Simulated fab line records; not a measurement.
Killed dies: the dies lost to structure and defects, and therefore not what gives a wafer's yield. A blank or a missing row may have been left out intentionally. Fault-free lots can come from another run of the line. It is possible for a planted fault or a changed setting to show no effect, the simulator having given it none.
Struck lot and sound lot, side by side :: flow n5_finfet :: 16 steps out of a route of 1938
Sound: wafers L952.1, L952.2, L952.3. Struck: wafer L973.1 (left out: L973.2, L973.3 of the same lot, which were not struck); the cause appears at the end.
Per side, at each step with rows, come the tool, then ch with its chambers, and then its first start. Under that, the readings that differ: sound wafers :: struck wafers :: difference of the means :: sigmas: that difference in standard deviations of wafers without a fault.
alike: readings whose means differ by less than 2 such deviations, and words and numbers that are the same on both sides. not compared: withheld readings, readings that some wafer has no value for, bounds like >300 that may hide the same value, and numbers for which the record gives no deviation and whose values overlap.
A row with sigmas, a row that says differs or no value, or rows on one side alone: a step with any of these is where the two part. Non-overlapping numbers with no deviation appear without sigmas and do not part them. A reading that every wafer of one side lacks parts them only if that side has two wafers or more.

first, 4 steps without rows for these wafers: N5_BEOL_M9_HM_STRIP_39 (strips TiN in peroxide tin strip, target depth 25 nm, time 158 s); N5_BEOL_M9_SRD_40 (time 30 s); N5_BEOL_M9_PRECLEAN_42 (cleans in residue remover, time 60 s); N5_BEOL_M9_SRD_43 (time 30 s).
N5_BEOL_M9_CD_MEAS_35: target cd 70 nm, target cd y 40 nm.
  struck on cd_sem-01, day 16 20:17; sound on cd_sem-01, day 10 12:04
  alike: cd_nm
then, 2 steps without rows for these wafers: N5_BEOL_M9_CURE_72 (cures SiCOH lowk, time 120 s); N5_BEOL_M9_DEGAS_44 (time 60 s).
N5_BEOL_M9_PRE_CLEAN_45: time 30 s.
  struck on pvd_sputter-01, day 16 20:53; sound on pvd_sputter-02, day 10 12:50
  alike: heater_power_w, susceptor_temp_C
N5_BEOL_M9_ALD_74: deposits TaN, target thk 2 nm, pulse time 2 s, purge time 3 s.
  sound on ald_metal-04 ch 0,1,3, day 10 12:55; struck on ald_metal-04 ch 2, day 16 21:02
  alike: heater_power_w, susceptor_temp_C
N5_BEOL_M9_SURFACE_TREAT_79:
  struck on pvd_sputter-01, day 16 21:23; sound on pvd_sputter-03, day 10 13:16
  not compared: throttle_valve_pct
then, 1 step without rows for these wafers: N5_BEOL_M9_CVD_78 (deposits Co from CCTBA/H2, target thk 2 nm, time 138.9 s).
N5_BEOL_M9_SPUTTER_48: material Cu, target thk 12 nm, time 2 s.
  struck on pvd_sputter-02, day 16 21:40; sound on pvd_sputter-03, day 10 13:28
  alike: chuck_sensor_temp_C, substrate_temp_c, susceptor_temp_C, throttle_valve_pct
N5_BEOL_M9_ECD_50: material Cu, target thk 318 nm.
  sound on ecd_cu-02 ch 0,1, day 10 13:35; struck on ecd_cu-02 ch 0, day 16 21:48
reading: model.Cu_of_BEOL_M9_ECD_50.thk_nm (nm)
sound: 320.2 317.4 320.6
struck: 544.2
difference: +224.8
sigmas: 
N5_BEOL_M9_ANNEAL_51: time 90 s.
  sound on rtp_anneal-02 ch 0, day 10 14:05; struck on rtp_anneal-02 ch 0, day 16 22:39
  alike: wafer_temp_C_max
N5_BEOL_M9_CMP_52: polishes, stops on SiCOH lowk, t overpolish 7 s, target thk 140 nm.
  sound on cmp-03 ch 0,1,3, day 10 14:23; struck on cmp-04 ch 3, day 16 22:56
reading: time_to_endpoint_s (s)
sound: 70 71 66
struck: 109
difference: +40
sigmas: +12
  alike: head_pressure_psi, motor_current_A
N5_BEOL_M9_THK_MEAS_53: measures by xrf.
  struck on film_metro-02, day 16 23:14; sound on film_metro-02, day 10 14:41
  alike: M9_THK

## WHERE THEY PART
At N5_BEOL_M9_CMP_52 and nowhere else, as far as this record goes. Later steps at which nothing parts them and some readings are alike: N5_BEOL_M9_THK_MEAS_53.

WHY: the cause the simulator had injected
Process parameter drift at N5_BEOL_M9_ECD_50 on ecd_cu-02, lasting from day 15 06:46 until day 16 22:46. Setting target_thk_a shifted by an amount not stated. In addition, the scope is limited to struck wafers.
